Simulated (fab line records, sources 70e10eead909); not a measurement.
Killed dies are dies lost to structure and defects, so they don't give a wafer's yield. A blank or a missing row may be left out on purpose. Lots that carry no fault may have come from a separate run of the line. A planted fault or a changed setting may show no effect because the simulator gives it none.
A struck lot beside a sound one	flow nand_harc	14 out of 1159 route steps
Sound: these wafers, L623.1, L623.5, L623.6. Struck: wafers L628.4, L628.6 (left out: L628.2, a lot-mate that was not struck); the cause follows at the end.
At each step with rows: each side's tool, then ch and its chambers, then its first start. Under that, the readings that differ: sound wafers	struck wafers	difference of the means	sigmas: that difference in standard deviations of wafers without a fault.
alike: readings whose means differ by less than 2 such deviations, and words and numbers that are the same on both sides. not compared: withheld readings, readings that some wafer has no value for, bounds like >300 that may hide the same value, and numbers for which the record gives no deviation and whose values overlap.
The two part at a step that has a row with sigmas, a row that says differs or no value, or rows on one side only. When numbers do not overlap yet have no deviation, they are printed without sigmas and do not part them. Lack of a reading on every wafer of one side parts them only where that side has two or more wafers.

NHARC_A_ZERO_WELL_INSPECT_17:
  sound on defect_inspect-02 at day 8 21:40; struck on defect_inspect-01 at day 9 17:57
  alike: raw_defect_count
then, 3 steps without rows for these wafers: NHARC_A_SOURCE_PLATE_PRECLEAN_00 (cleans in HF-LAST, time 60 s); NHARC_A_SOURCE_PLATE_SRD_01; NHARC_A_SOURCE_PLATE_OXIDE_02 (material SiO2, target thk 10 nm, ox time 1362 s).
NHARC_A_SOURCE_PLATE_THK_MEAS_09: measures by ellipsometry.
  sound on film_metro-02 at day 9 05:08; struck on film_metro-01 at day 10 02:05
  alike: thk_nm
then, 3 steps without rows for these wafers: NHARC_A_SOURCE_PLATE_PVD_04 (deposits WSi2, target thk 50 nm); NHARC_A_SOURCE_PLATE_CVD_03 (deposits poly-Si, target thk 200 nm, time 4000 s); NHARC_A_SOURCE_PLATE_ANNEAL_05 (time 1800 s).
NHARC_A_SOURCE_PLATE_THK_MEAS_06: measures by ellipsometry.
  sound on film_metro-01 at day 9 15:54; struck on film_metro-01 at day 10 16:17
  alike: thk_nm
NHARC_A_SOURCE_PLATE_INSPECT_08:
  sound on defect_inspect-01 at day 9 16:00; struck on defect_inspect-01 at day 10 16:24
  alike: raw_defect_count
NHARC_A_ONON_D1_DEP_00: target thk 1000 nm.
  sound on pecvd_onon-01 ch 0, day 9 16:15; struck on pecvd_onon-01 ch 0, day 10 16:31
NHARC_A_ONON_D1_THK_MEAS_02: measures by ellipsometry.
  sound on film_metro-02 at day 9 16:46; struck on film_metro-01 at day 10 17:00
reading	sound	struck	difference	sigmas
thk_nm (nm)	995 994 994	1686 1686	+692	+99 or more
after that, 1 step with no rows for these wafers: NHARC_A_ONON_D1_DEP_03 (target thk 1000 nm).
-- break in the record here, with 12 days between the starts of the struck wafers on either side (left off in module A_ONON_D1, picked up again in module END, where the first step shown is number 1159 on the route) --
NHARC_END_SORT_01:
  sound on prober-02 ch 0, day 22 06:26; struck on prober-02 ch 0, day 22 16:39
reading	sound	struck	difference	sigmas
killed_at_array	31 37 25	675 677	+645	+72
killed_dies	36 40 31	677 677	+641	+68
  alike: killed_at_other, killed_at_periphery, killed_open, killed_short

## WHERE THEY PART
At NHARC_A_ONON_D1_THK_MEAS_02 first; at NHARC_END_SORT_01 last (within this record only).

WHY: what the simulator had put in
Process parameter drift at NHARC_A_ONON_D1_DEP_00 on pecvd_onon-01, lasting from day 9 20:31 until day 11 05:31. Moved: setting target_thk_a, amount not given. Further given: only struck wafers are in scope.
